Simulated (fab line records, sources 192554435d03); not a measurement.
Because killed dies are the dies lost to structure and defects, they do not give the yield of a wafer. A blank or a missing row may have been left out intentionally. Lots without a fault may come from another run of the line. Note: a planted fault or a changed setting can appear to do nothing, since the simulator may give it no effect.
Comparing a struck lot with a sound one | flow n5Finfet | 15 out of 1938 route steps
Sound: wafers L158.3, L158.4, L158.5. Struck: wafer L163.2; the same lot's L163.1 was not struck, so it is left out; see the end for the cause.
For every step that has rows: the tool of each side, followed by ch and its chambers, followed by its first start. Under that, the readings that differ: sound wafers | struck wafers | difference of the means | sigmas: that difference in standard deviations of wafers without a fault.
alike: words and numbers the same on both sides, and readings whose means are apart by under 2 such deviations; not compared: readings that were withheld, readings missing a value for some wafer, numbers with overlapping values and no deviation given by the record, and bounds like >300 which may hide the same value.
The two part at a step that has a row with sigmas, a row that says differs or no value, or rows on one side only. When numbers do not overlap yet have no deviation, they are printed without sigmas and do not part them. A reading missing from all wafers of one side parts the sides only when that side holds two or more wafers.

first, 6 steps without rows for these wafers: N5_BEOL_M9_COAT_22 (resist thk 30 nm); N5_BEOL_M9_EBR_24; N5_BEOL_M9_SOFTBAKE_23 (time 60 s); N5_BEOL_M9_EXPOSE_25 (exposes mask V8); N5_BEOL_M9_PEB_26 (peb time 60 s); N5_BEOL_M9_DEVELOP_27 (develop time 30 s).
N5_BEOL_M9_CD_MEAS_28: target cd 70 nm.
  sound on cdSem-03 ch 0, day 10 11:14; struck on cdSem-03 ch 0, day 11 09:32
  alike: cdNm
N5_BEOL_M9_OVL_MEAS_29:
  sound on overlay-01 ch 0, day 10 11:16; struck on overlay-02 ch 0, day 11 09:34
reading     | sound          | struck | difference | sigmas
V8_OVL (nm) | -0.8 -1.1 -0.4 | 0.7    | +1.5       | +2
N5_BEOL_M9_INSPECT_30: inspects for defects (brightfield).
  struck on defectInspect-02, day 11 09:38; sound on defectInspect-02, day 10 11:19
  alike: rawDefectCount
N5_BEOL_M9_DESCUM_33: chemistry O2, time 7 s.
  sound on rieDiel-03 ch 0,2,3, day 10 11:26; struck on rieDiel-02 ch 3, day 11 10:01
reading                      | sound          | struck | difference | sigmas
showerheadPlenumPTorr (Torr) | 2.06 2.14 2.00 | 2.23   | +0.16      | +2
  alike: drypumpMotorCurrentA, oesProductAu, rfVppV, throttleValvePct
  not compared: rfHoursCounterH
N5_BEOL_M9_ETCH_76: etches underlayer in N2/H2, target depth 6.5 nm, time 5.2 s.
  sound on rieDiel-03 ch 0,2,3, day 10 11:28; struck on rieDiel-02 ch 3, day 11 10:03
reading                      | sound             | struck | difference | sigmas
rfVppV (V)                   | 522.0 524.5 521.2 | 529.0  | +6.4       | +2
showerheadPlenumPTorr (Torr) | 2.50 2.61 2.43    | 2.68   | +0.17      | +2
throttleValvePct (%)         | 18.34 17.64 18.22 | 17.60  | -0.47      | -2
  alike: drypumpMotorCurrentA, etchRfOnTimeS, n2FlowSccm, oesProductAu
  not compared: rfHoursCounterH
N5_BEOL_M9_ETCH_65: etches SiARC in CF4, target depth 15.6 nm, time 26 s.
  sound on rieDiel-03 ch 0,2,3, day 10 11:29; struck on rieDiel-02 ch 3, day 11 10:04
reading                      | sound          | struck | difference | sigmas
showerheadPlenumPTorr (Torr) | 2.12 2.19 2.05 | 2.26   | +0.14      | +2
  alike: drypumpMotorCurrentA, etchRfOnTimeS, oesProductAu, rfVppV, throttleValvePct
  not compared: rfHoursCounterH
N5_BEOL_M9_ETCH_66: etches SOC in N2/H2, target depth 80 nm, overetch 16 nm, time 120 s.
  sound on rieDiel-03 ch 0,2,3, day 10 11:31; struck on rieDiel-02 ch 3, day 11 10:06
reading                                   | sound             | struck | difference | sigmas
runLengthS (s)                            | 143.2 143.1 144.1 | 159.9  | +16.4      | +39
showerheadPlenumPTorr (Torr)              | 2.50 2.61 2.43    | 2.68   | +0.17      | +2
throttleValvePct (%)                      | 18.29 17.62 18.18 | 17.56  | -0.47      | -2
model.SiARC_of_BEOL_M9_COAT_64.thkNm (nm) | 6.4 6.6 6.4       | 6      | +0         | 
  alike: drypumpMotorCurrentA, n2FlowSccm, oesProductAu, rfVppV
  not compared: rfHoursCounterH
then, 1 step without rows for these wafers: N5_BEOL_M9_STRIP_69 (strips in N2/H2).
-- here the record skips 2 days between the struck wafers' starts before and after, leaving off in module BEOL_M9 and picking up in module PASSIVATION (first step shown: number 1936 of the route) --
N5_PASSIVATION_PROBE_49:
  struck on prober-01, day 13 17:16; sound on prober-02, day 12 11:20
  alike: defectLimitedYield, killed_at_M0_to_M3, killed_at_M4_up, killedAtContacts, killedAtFrontEnd, killedAtOther, killedDies, killedOpen, killedShort, sort_bin_5_function, sort_bin_6_memory, sortNPass, sortYieldPct

== WHERE THEY PART ==
Last at N5_BEOL_M9_ETCH_66 as far as this record goes, first at N5_BEOL_M9_OVL_MEAS_29. Later steps at which nothing parts them and some readings are alike: N5_PASSIVATION_PROBE_49.

WHY: whatever the simulator had introduced
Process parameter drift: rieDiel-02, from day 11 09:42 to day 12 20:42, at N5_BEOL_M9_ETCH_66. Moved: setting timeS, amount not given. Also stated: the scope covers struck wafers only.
